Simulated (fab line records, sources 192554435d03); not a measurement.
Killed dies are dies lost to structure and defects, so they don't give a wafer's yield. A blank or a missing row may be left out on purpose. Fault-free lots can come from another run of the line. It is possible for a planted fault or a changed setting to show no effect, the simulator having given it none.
fab line records	flow n5-finfet	part 2 of 2: steps 5 to 6 of 6
record: lots: 24	wafers: 72	last-day: 18
route steps=1938 shown HKMG_FIN@462 GATE_CUT@465 MOL_CONTACT_COAG@529
lots untouched by any fault: they come from a run of this same line in which no faults occurred
start-h: start of the lot's first displayed wafer, in hours after the record's first day	wait-h: hours elapsed since this lot's preceding step	" the same as in the row above	L1.1+2: a single row standing in for several wafers	- no value present, or no start provided	* or withheld: withheld	< > ~ a bound
route shown NAME@n: names a module that has steps shown in the file, with the first one's number in the route	usual: average and standard deviation across the fault-free wafers	same: alike in all rows	chamber/n: place in a boat	sites: readings site by site	_std_site: standard deviation across them	_edge_site: the outer-site mean with the inner-site mean subtracted	radius-mm: how far each site lies from the wafer's centre	mask NAME#n: copy n	behind: the last tool/chamber to shape the wafer	hold: what put the lot on hold/how long, in hours/how the hold closed	device: transistor that didn't switch, given as n, p or np	end of line: tests of these same wafers at the route's end	for a step that has no rows: nothing shown but its recipe	killed: dies that structure and defects cost at the first sort, which is not the same as the wafer's yield	map: shows each die of a wafer: x if killed, . if not, _ if none is there
set.NAME: the setting the step ran with; set.NAME@STEP: the setting that earlier step ran with	model.NAME: the simulator's own value behind a step, which no gauge read
route steps across a sampled set of lots; one table per step, one row per wafer
services: when a tool's chamber went out of use (start-h, in hours from the record's first day, below 0 if earlier), for how many hours, and the reason
== steps ==
step: N5_GATE_CUT_THK_MEAS_24
recipe: reads: SiO2_of_GATE_CUT_HM_DEP_46+SiO2_flowable_of_ILD0_FCVD_FILL_01
usual: GC_FILL_THK: 220.4/1.7
lot.wafer	tool	chamber	start-h	wait-h	GC_FILL_THK[nm]
L074.3	film-metro-01	-	90.27	-	219.1
L074.4	"	-	"	"	220.4
L074.5	"	-	"	"	220.9
L075.1	film-metro-02	-	96.82	-	219.9
L075.3	"	-	"	"	218.0
L075.6	"	-	"	"	220.7
L076.1	film-metro-01	-	103.49	-	219.5
L076.3	"	-	"	"	219.3
L076.4	"	-	"	"	223.0
L077.1	film-metro-02	-	104.69	-	220.8
L077.3	"	-	"	"	221.4
L077.6	"	-	"	"	223.0
L078.1	film-metro-01	-	117.47	-	219.3
L078.4	"	-	"	"	221.7
L078.5	"	-	"	"	220.3
L079.1	film-metro-01	-	118.93	-	222.8
L079.4	"	-	"	"	222.2
L079.6	"	-	"	"	222.9
L080.1	film-metro-02	-	123.83	-	221.3
L080.3	"	-	"	"	218.3
L080.5	"	-	"	"	222.2
L081.1	film-metro-01	-	129.70	-	218.6
L081.2	"	-	"	"	222.3
L081.5	"	-	"	"	221.0
L082.1	film-metro-01	-	140.43	-	220.9
L082.5	"	-	"	"	222.7
L082.6	"	-	"	"	221.0
L083.4	film-metro-02	-	145.87	-	222.7
L083.5	"	-	"	"	223.0
L083.6	"	-	"	"	221.5
L084.2	film-metro-02	-	153.04	-	219.5
L084.4	"	-	"	"	221.1
L084.5	"	-	"	"	221.1
L085.2	film-metro-02	-	160.56	-	218.7
L085.4	"	-	"	"	222.5
L085.6	"	-	"	"	223.6
L086.1	film-metro-01	-	162.13	-	218.5
L086.2	"	-	"	"	216.1
L086.3	"	-	"	"	220.4
L087.1	film-metro-01	-	169.36	-	221.8
L087.2	"	-	"	"	222.3
L087.6	"	-	"	"	222.5
L088.1	film-metro-01	-	170.45	-	220.0
L088.4	"	-	"	"	222.9
L088.6	"	-	"	"	222.7
L089.2	film-metro-01	-	175.62	-	217.8
L089.3	"	-	"	"	218.0
L089.5	"	-	"	"	220.3
L090.3	film-metro-01	-	182.71	-	219.1
L090.4	"	-	"	"	220.9
L090.5	"	-	"	"	221.9
L091.2	film-metro-01	-	189.57	-	217.5
L091.4	"	-	"	"	219.7
L091.6	"	-	"	"	220.6
L092.2	film-metro-01	-	195.38	-	219.3
L092.3	"	-	"	"	218.0
L092.5	"	-	"	"	219.2
L093.1	film-metro-01	-	205.32	-	220.4
L093.4	"	-	"	"	222.5
L093.6	"	-	"	"	222.6
L094.1	film-metro-01	-	207.56	-	221.0
L094.3	"	-	"	"	217.6
L094.4	"	-	"	"	222.8
L095.2	film-metro-01	-	218.78	-	219.7
L095.3	"	-	"	"	218.8
L095.4	"	-	"	"	219.6
L096.3	film-metro-01	-	220.75	-	219.2
L096.4	"	-	"	"	221.0
L096.5	"	-	"	"	220.4
L097.2	film-metro-01	-	230.92	-	219.0
L097.3	"	-	"	"	218.6
L097.4	"	-	"	"	219.0
step: N5_MOL_CONTACT_COAG_DESCUM_13
recipe: chemistry: O2	time-s: 7	source-power-w: 50	bias-power-w: 20	pressure-mtorr: 20	rf-frequency-hz: 2.712e+07	temp-c: 40	resist: CAR-EUV	o2-flow-sccm: 225
usual: drypump-motor-current-A: 5.8/0.43	oes-product-au: 0.77/0.09	rf-vpp-V: 243.6/1.6	showerhead-plenum-p-Torr: 2.12/0.082	throttle-valve-pct: 20.46/0.28
same: time-s: 7
lot.wafer	tool	chamber	start-h	wait-h	drypump-motor-current-A	oes-product-au	rf-hours-counter-h	rf-vpp-V	showerhead-plenum-p-Torr	throttle-valve-pct
L074.3	rie-diel-02	3	91.43	0.0	5.8	0.69	202	242.1	2.07	20.44
L074.4	"	0	"	"	6.4	0.77	143	244.1	2.10	20.19
L074.5	"	1	"	"	6.6	0.84	-	244.7	2.22	20.15
L075.1	rie-diel-06	2	98.10	0.0	5.1	0.73	163	241.6	2.01	20.81
L075.3	"	3	"	"	5.8	0.95	8	245.4	2.22	20.18
L075.6	"	2	"	"	5.1	0.74	-	241.4	2.01	20.78
L076.1	rie-diel-02	3	104.78	0.0	5.7	0.69	206	243.5	2.07	20.44
L076.3	"	1	"	"	6.5	0.84	62	245.9	2.22	20.16
L076.4	"	0	"	"	6.3	0.76	147	243.4	2.10	20.18
L077.1	rie-diel-06	2	105.98	0.0	5.1	0.73	165	241.2	2.01	20.83
L077.3	"	0	"	"	5.9	0.70	207	243.3	2.08	20.83
L077.6	"	0	"	"	5.8	0.70	-	243.5	2.08	20.85
L078.1	rie-diel-06	3	118.87	0.3	5.7	0.94	13	246.0	2.22	20.18
L078.4	"	1	"	"	5.9	0.68	230	241.5	1.97	20.88
L078.5	"	0	"	"	5.8	0.71	-	242.0	2.08	20.85
L079.1	rie-diel-02	1	120.22	0.0	6.6	0.82	66	244.9	2.22	20.16
L079.4	"	0	"	"	6.3	0.75	152	243.9	2.09	20.20
L079.6	"	1	"	"	6.6	0.82	-	245.5	2.22	20.15
L080.1	rie-diel-02	0	125.13	0.0	6.3	0.76	154	243.2	2.09	20.20
L080.3	"	2	"	"	5.9	0.73	173	244.5	2.18	20.41
L080.5	"	0	"	"	6.3	0.76	-	243.4	2.09	20.21
L081.1	rie-diel-02	3	131.46	0.5	5.7	0.68	215	241.7	2.07	20.43
L081.2	"	0	"	"	6.4	0.75	156	244.5	2.09	20.20
L081.5	"	0	"	"	6.4	0.75	-	243.8	2.09	20.21
L082.1	rie-diel-02	1	141.63	0.1	6.5	0.83	72	244.7	2.22	20.19
L082.5	"	2	"	"	5.9	0.74	-	245.7	2.18	20.40
L082.6	"	1	"	"	6.5	0.83	-	244.3	2.22	20.18
L083.4	rie-diel-06	0	147.04	0.0	5.8	0.70	-	243.0	2.08	20.84
L083.5	"	1	"	"	5.9	0.67	-	243.3	1.97	20.90
L083.6	"	3	"	"	5.8	0.91	-	243.7	2.22	20.20
L084.2	rie-diel-02	1	154.39	0.2	6.6	0.81	76	245.2	2.22	20.18
L084.4	"	0	"	"	6.3	0.75	164	242.7	2.09	20.21
L084.5	"	2	"	"	5.9	0.73	-	244.2	2.18	20.40
L085.2	rie-diel-06	0	162.30	0.5	5.8	0.69	227	241.6	2.07	20.85
L085.4	"	2	"	"	5.1	0.72	177	241.5	2.01	20.84
L085.6	"	0	"	"	5.8	0.68	-	242.0	2.07	20.87
L086.1	rie-diel-02	2	163.29	0.0	5.9	0.73	187	244.5	2.18	20.40
L086.2	"	0	"	"	6.4	0.75	168	243.9	2.09	20.21
L086.3	"	3	"	"	5.8	0.69	228	243.7	2.06	20.46
L087.1	rie-diel-06	2	170.53	0.0	5.1	0.73	179	240.5	2.01	20.84
L087.2	"	0	"	"	5.8	0.68	229	242.5	2.07	20.87
L087.6	"	2	"	"	5.1	0.72	-	241.8	2.01	20.82
L088.1	rie-diel-06	2	171.61	0.0	5.1	0.72	180	241.4	2.01	20.84
L088.4	"	2	"	"	5.1	0.71	-	240.5	2.01	20.83
L088.6	"	3	"	"	5.7	0.89	-	244.9	2.22	20.21
L089.2	rie-diel-05	1	176.97	0.1	5.2	0.84	77	244.2	2.12	20.68
L089.3	"	2	"	"	5.5	0.93	10	244.1	2.23	20.24
L089.5	"	1	"	"	5.2	0.83	-	243.6	2.12	20.68
L090.3	rie-diel-02	3	184.12	0.2	5.7	0.67	236	243.2	2.06	20.48
L090.4	"	1	"	"	6.5	0.81	-	245.6	2.21	20.20
L090.5	"	3	"	"	5.7	0.67	-	242.6	2.06	20.47
L091.2	rie-diel-05	3	191.19	0.4	4.8	0.69	201	244.8	2.15	20.40
L091.4	"	1	"	"	5.2	0.82	82	243.1	2.12	20.68
L091.6	"	3	"	"	4.8	0.69	-	244.5	2.15	20.40
L092.2	rie-diel-06	0	196.80	0.3	5.8	0.68	240	243.5	2.07	20.88
L092.3	"	3	"	"	5.8	0.87	42	245.1	2.21	20.22
L092.5	"	0	"	"	5.8	0.68	-	241.9	2.07	20.89
L093.1	rie-diel-06	1	207.09	0.5	5.9	0.96	10	245.5	2.22	20.55
L093.4	"	3	"	"	5.7	0.88	-	243.9	2.21	20.23
L093.6	"	1	"	"	5.9	0.95	-	244.7	2.22	20.54
L094.1	rie-diel-02	3	208.84	0.0	5.8	0.67	246	243.5	2.06	20.49
L094.3	"	1	"	"	6.6	0.81	90	245.5	2.21	20.20
L094.4	"	2	"	"	5.9	0.72	203	244.3	2.17	20.42
L095.2	rie-diel-05	2	220.27	0.2	5.6	0.90	26	244.6	2.23	20.27
L095.3	"	0	"	"	5.9	0.89	41	241.9	2.04	20.03
L095.4	"	1	"	"	5.2	0.81	92	242.3	2.11	20.72
L096.3	rie-diel-06	0	221.91	0.0	5.8	0.68	244	243.6	2.07	20.90
L096.4	"	1	"	"	5.9	0.94	17	244.7	2.22	20.56
L096.5	"	0	"	"	5.8	0.68	-	241.8	2.07	20.89
L097.2	rie-diel-06	1	232.21	0.0	5.9	0.94	19	245.2	2.22	20.59
L097.3	"	3	"	"	5.8	0.86	56	244.3	2.21	20.25
L097.4	"	0	"	"	5.8	0.68	246	241.0	2.07	20.89
== services ==
tool	chamber	start-h	hours	kind
cmp-02	-	70.03	10.8	pm
rie-diel-06	0	71.63	6.5	repair
rie-diel-02	-	77.79	0.1	repair
rie-diel-02	-	80.40	2.8	pm
rie-diel-05	3	85.44	2.8	repair
cmp-02	-	86.24	0.6	repair
cmp-04	-	90.72	1.4	repair
cmp-01	-	91.32	4.6	pm
rie-diel-06	1	99.50	6.9	repair
rie-metal-02	0	119.16	12.5	repair
cmp-01	-	120.55	1.3	repair
cmp-02	-	129.62	4.0	pm
rie-metal-01	0	130.19	-	clean
rie-metal-01	0	130.19	24.5	scheduled-down
rie-metal-01	0	130.19	24.5	vent-cycle
cmp-04	-	151.66	0.4	repair
cmp-04	-	160.56	1.0	repair
cmp-04	-	163.28	0.5	repair
cmp-02	-	163.61	2.4	repair
cmp-02	-	184.71	0.3	repair
rie-diel-06	0	200.31	15.8	repair
cmp-02	-	214.46	3.9	repair
cmp-02	-	229.11	3.4	repair
rie-metal-03	1	230.89	-	clean
